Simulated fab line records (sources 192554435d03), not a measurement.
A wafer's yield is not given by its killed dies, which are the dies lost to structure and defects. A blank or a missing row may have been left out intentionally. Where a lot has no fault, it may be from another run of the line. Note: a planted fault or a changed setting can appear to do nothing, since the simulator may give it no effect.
Matching of chambers / flow n5Finfet / 4 sister chambers for N5_BEOL_M1_CMP_52 on cmp-03
The step polishes, stops on SiOC, t overpolish 6.8 s, target thk 40 nm. 20 wafers are shown with their chamber, then 9 later ones without.

## EACH WAFER AND ITS CHAMBER
wafer=L074.3; chamber=1; motorCurrentA (A)=5.7; padLifeWafers=2064; timeToEndpointS (s)=58
wafer=L074.4; chamber=2; motorCurrentA (A)=6.4; padLifeWafers=2065; timeToEndpointS (s)=55
wafer=L076.1; chamber=3; motorCurrentA (A)=5.9; padLifeWafers=126; timeToEndpointS (s)=63
wafer=L076.4; chamber=0; motorCurrentA (A)=7.7; padLifeWafers=127; timeToEndpointS (s)=60
wafer=L077.3; chamber=0; motorCurrentA (A)=7.5; padLifeWafers=187; timeToEndpointS (s)=64
wafer=L077.4; chamber=2; motorCurrentA (A)=6.5; padLifeWafers=189; timeToEndpointS (s)=59
wafer=L080.4; chamber=3; motorCurrentA (A)=5.9; padLifeWafers=252; timeToEndpointS (s)=58
wafer=L079.1; chamber=0; motorCurrentA (A)=7.4; padLifeWafers=308; timeToEndpointS (s)=61
wafer=L079.4; chamber=3; motorCurrentA (A)=5.6; padLifeWafers=307; timeToEndpointS (s)=62
wafer=L083.1; chamber=0; motorCurrentA (A)=7.5; padLifeWafers=463; timeToEndpointS (s)=59
wafer=L083.4; chamber=2; motorCurrentA (A)=6.3; padLifeWafers=465; timeToEndpointS (s)=59
wafer=L086.2; chamber=0; motorCurrentA (A)=7.3; padLifeWafers=615; timeToEndpointS (s)=57
wafer=L086.3; chamber=3; motorCurrentA (A)=5.9; padLifeWafers=614; timeToEndpointS (s)=65
wafer=L086.4; chamber=2; motorCurrentA (A)=6.6; padLifeWafers=613; timeToEndpointS (s)=59
wafer=L087.1; chamber=0; motorCurrentA (A)=7.5; padLifeWafers=625; timeToEndpointS (s)=64
wafer=L087.3; chamber=1; motorCurrentA (A)=6.2; padLifeWafers=626; timeToEndpointS (s)=65
wafer=L088.1; chamber=0; motorCurrentA (A)=7.3; padLifeWafers=714; timeToEndpointS (s)=63
wafer=L088.4; chamber=1; motorCurrentA (A)=5.7; padLifeWafers=715; timeToEndpointS (s)=62
wafer=L090.1; chamber=1; motorCurrentA (A)=5.8; padLifeWafers=783; timeToEndpointS (s)=62
wafer=L090.3; chamber=2; motorCurrentA (A)=6.2; padLifeWafers=780; timeToEndpointS (s)=61

SIGNATURES, as means of the wafers listed above
reading=motorCurrentA; chamber 0=7.457; chamber 1=5.850; chamber 2=6.400; chamber 3=5.825; scatter within a chamber=0.169
reading=padLifeWafers; chamber 0=434.14; chamber 1=1047.00; chamber 2=822.40; chamber 3=324.75; scatter within a chamber=497
reading=timeToEndpointS; chamber 0=61.14; chamber 1=61.75; chamber 2=58.60; chamber 3=62.00; scatter within a chamber=2.66
Rule: a wafer's distance from a chamber is the root of the sum, over the readings, of the square of ((its reading less the chamber's mean) divided by the reading's scatter). If the next closest chamber is less than 2 further off than the closest, the wafer can't be placed; otherwise it belongs to the closest. The scatter: take each reading less its chamber's mean, square it, sum over the shown wafers, divide by the number of wafers less the number of chambers, and take the root.

## WAFERS WITH NO CHAMBER GIVEN
wafer=L092.1; motorCurrentA (A)=5.7; padLifeWafers=972; timeToEndpointS (s)=64
wafer=L092.2; motorCurrentA (A)=7.3; padLifeWafers=973; timeToEndpointS (s)=59
wafer=L092.3; motorCurrentA (A)=5.8; padLifeWafers=974; timeToEndpointS (s)=60
wafer=L093.1; motorCurrentA (A)=6.7; padLifeWafers=992; timeToEndpointS (s)=63
wafer=L093.3; motorCurrentA (A)=5.7; padLifeWafers=991; timeToEndpointS (s)=67
wafer=L093.4; motorCurrentA (A)=7.5; padLifeWafers=990; timeToEndpointS (s)=61
wafer=L096.3; motorCurrentA (A)=5.7; padLifeWafers=1110; timeToEndpointS (s)=62
wafer=L094.3; motorCurrentA (A)=5.7; padLifeWafers=1134; timeToEndpointS (s)=63
wafer=L094.4; motorCurrentA (A)=6.4; padLifeWafers=1135; timeToEndpointS (s)=59

## CHAMBER TAKEN BY EACH
wafer=L092.1; from the rows above=can't be placed: 1 or 3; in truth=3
wafer=L092.2; from the rows above=0; in truth=0
wafer=L092.3; from the rows above=can't be placed: 1 or 3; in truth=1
wafer=L093.1; from the rows above=2; in truth=2
wafer=L093.3; from the rows above=can't be placed: 1 or 3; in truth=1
wafer=L093.4; from the rows above=0; in truth=0
wafer=L096.3; from the rows above=can't be placed: 1 or 3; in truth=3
wafer=L094.3; from the rows above=can't be placed: 1 or 3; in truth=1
wafer=L094.4; from the rows above=2; in truth=2
Placed correctly: 4 of 9. Can't be placed from these rows: 5 (the true chamber is among the candidates in 5). Wrongly placed: 0.
